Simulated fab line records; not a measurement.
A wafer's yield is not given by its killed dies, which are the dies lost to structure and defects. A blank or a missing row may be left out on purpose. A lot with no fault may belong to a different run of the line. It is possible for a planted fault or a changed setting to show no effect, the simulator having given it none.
Comparing a struck lot with a sound one || flow nand_harc || 25 out of 1302 route steps
Sound: the wafers L802.2, L802.4, L802.6. The struck wafers were L813.2, L813.3, L813.4. Last of all comes the cause.
At each step with rows: each side's tool, then ch and its chambers, then its first start. Under that, the readings that differ: sound wafers || struck wafers || difference of the means || sigmas: that difference in standard deviations of wafers without a fault.
alike: readings whose means differ by less than 2 such deviations, and words and numbers that are the same on both sides. not compared: withheld readings, readings that some wafer has no value for, bounds like >300 that may hide the same value, and numbers for which the record gives no deviation and whose values overlap.
The two part at a step that has a row with sigmas, a row that says differs or no value, or rows on one side only. Non-overlapping numbers with no deviation appear without sigmas and do not part them. Lack of a reading on every wafer of one side parts them only where that side has two or more wafers.

first, 4 steps without rows for these wafers: NHARC_P_GATE_PRECLEAN_71 (cleans in SC1); NHARC_P_GATE_SRD_72; NHARC_P_GATE_OXIDE_16 (material SiO2, target thk 3 nm, ox time 392 s); NHARC_P_GATE_CVD_17 (deposits poly-Si, target thk 150 nm, time 900 s).
NHARC_P_GATE_HM_DEP_102: deposits aC, target thk 120 nm.
  sound on acl_dep-01 ch 0, day 6 12:36; struck on acl_dep-03 ch 0, day 11 07:15
  alike: throttle_valve_pct
NHARC_P_GATE_DEP_103: deposits SiON, target thk 30 nm.
  sound on pecvd-02 ch 0,1,2, day 6 13:09; struck on pecvd-02 ch 0,1,2, day 11 08:21
  alike: heater_power_w
then, 6 steps without rows for these wafers: NHARC_P_GATE_DEHYDRATE_18 (time 120 s); NHARC_P_GATE_HMDS_19 (time 30 s); NHARC_P_GATE_COAT_20 (resist thk 90 nm); NHARC_P_GATE_SOFTBAKE_21 (time 55 s); NHARC_P_GATE_EBR_22; NHARC_P_GATE_EXPOSE_23 (exposes mask P GATE, target cd 120 nm).
NHARC_P_GATE_PEB_24: peb time 65 s.
  sound on litho_track-06 ch 0, day 6 13:45; struck on litho_track-01 ch 0, day 11 08:58
{"reading": "heater_power_total_W (W)", "sound": "156.5 157.2 157.2", "struck": "437.3 436.8 437.0", "difference": "+280.1", "sigmas": "+99 or more"}
  alike: chill_plate_temp_C
then, 1 step without rows for these wafers: NHARC_P_GATE_DEVELOP_25 (develop time 35 s).
NHARC_P_GATE_CD_MEAS_26 targets a cd of 120 nm.
  sound on cd_sem-01 ch 0, day 6 13:50; struck on cd_sem-03 ch 0, day 11 09:03
{"reading": "cd_nm (nm)", "sound": "118.6 119.0 119.8", "struck": "222.0 223.1 222.8", "difference": "+103.5", "sigmas": "+99 or more"}
NHARC_P_GATE_OVL_MEAS_27:
  sound on overlay-02, day 6 13:55; struck on overlay-02, day 11 09:08
{"reading": "overlay_x_nm (nm)", "sound": "0.2 0.3 -0.2", "struck": "1.5 2.0 1.2", "difference": "+1.5", "sigmas": "+2"}
  alike: overlay_y_nm
NHARC_P_GATE_INSPECT_28:
  sound on defect_inspect-02, day 6 13:58; struck on defect_inspect-01, day 11 09:10
  alike: raw_defect_count
NHARC_P_GATE_DESCUM_31: chemistry O2, time 3 s.
  sound on rie_diel-05 ch 0,3, day 6 14:01; struck on rie_diel-05 ch 0,2,3, day 11 09:14
{"reading": "model.P_GATE.cd_nm (nm)", "sound": "118.6 118.4 119.3", "struck": "222.9 223.5 222.9", "difference": "+104.3", "sigmas": ""}
  alike: drypump_motor_current_A, oes_product_au, rf_vpp_V, showerhead_plenum_p_Torr, throttle_valve_pct
  not compared: rf_hours_counter_h
NHARC_P_GATE_ETCH_104: etches the open film in CF4/CHF3, target depth 60 nm.
  sound on rie_diel-05 ch 1,2, day 6 14:06; struck on rie_diel-05 ch 0,1,3, day 11 09:20
{"reading": "oes_product_au (a.u.)", "sound": "0.990 0.974 0.984", "struck": "0.922 0.922 0.922", "difference": -0.061, "sigmas": -3}
  alike: bias_w, drypump_motor_current_A, rf_vpp_V, showerhead_plenum_p_Torr, throttle_valve_pct
NHARC_P_GATE_HM_OPEN_105: chemistry O2/COS, target depth 360 nm.
  sound on rie_diel-05 ch 0,1,2; struck on rie_diel-05 ch 0,1,2
  alike: bias_w, drypump_motor_current_A, oes_product_au, rf_vpp_V, showerhead_plenum_p_Torr, throttle_valve_pct
  not compared: rf_hours_counter_h
then, 2 steps without rows for these wafers: NHARC_P_GATE_STRIP_106 (strips in O2/COS); NHARC_P_GATE_ETCH_114 (etches the open film in CF4/O2, target depth 30 nm, overetch 3 nm, time 16.5 s).
NHARC_P_GATE_ETCH_32: etches the open film in HBr/Cl2, target depth 150 nm, time 100.1 s.
  sound on rie_si-01 ch 0,2,3, day 6 14:31; struck on rie_si-01 ch 0,2,3, day 11 09:43
{"reading": "model.P_GATE.cd_nm (nm)", "sound": "119.9 122.6 118.7", "struck": "221.6 225.4 222.2", "difference": "+102.7", "sigmas": ""}
  alike: bias_w, drypump_motor_current_A, oes_product_au, throttle_valve_pct
  not compared: rf_hours_counter_h
NHARC_P_GATE_STRIP_108: strips in O2.
  sound on rie_diel-10 ch 0,3, day 6 14:38; struck on rie_diel-03 ch 0,1,2, day 11 09:52
{"reading": "drypump_motor_current_A (A)", "sound": "6.2 6.6 6.6", "struck": "5.2 5.2 5.3", "difference": -1.2, "sigmas": -2}
  alike: oes_product_au, rf_vpp_V, showerhead_plenum_p_Torr, throttle_valve_pct
  not compared: rf_hours_counter_h
-- the record jumps here: 19 days lie between the struck wafers' starts before and after (it left off in module P_GATE and takes up again in module END, whose first step shown is number 1302 of the route) --
NHARC_END_SORT_01:
  sound on prober-01 ch 0, day 26 10:25; struck on prober-01 ch 0, day 30 14:43
{"reading": "killed_at_periphery", "sound": "2 1 2", "struck": "592 609 606", "difference": "+601", "sigmas": "+99 or more"}
{"reading": "killed_dies", "sound": "75 76 80", "struck": "677 677 677", "difference": "+600", "sigmas": "+35"}
  alike: killed_at_array, killed_at_other, killed_open, killed_short

== WHERE THEY PART ==
First at NHARC_P_GATE_PEB_24; last, within this record, at NHARC_END_SORT_01.

WHY: whatever the simulator had introduced
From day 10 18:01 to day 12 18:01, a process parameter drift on litho_track-01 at NHARC_P_GATE_PEB_24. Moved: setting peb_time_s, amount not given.
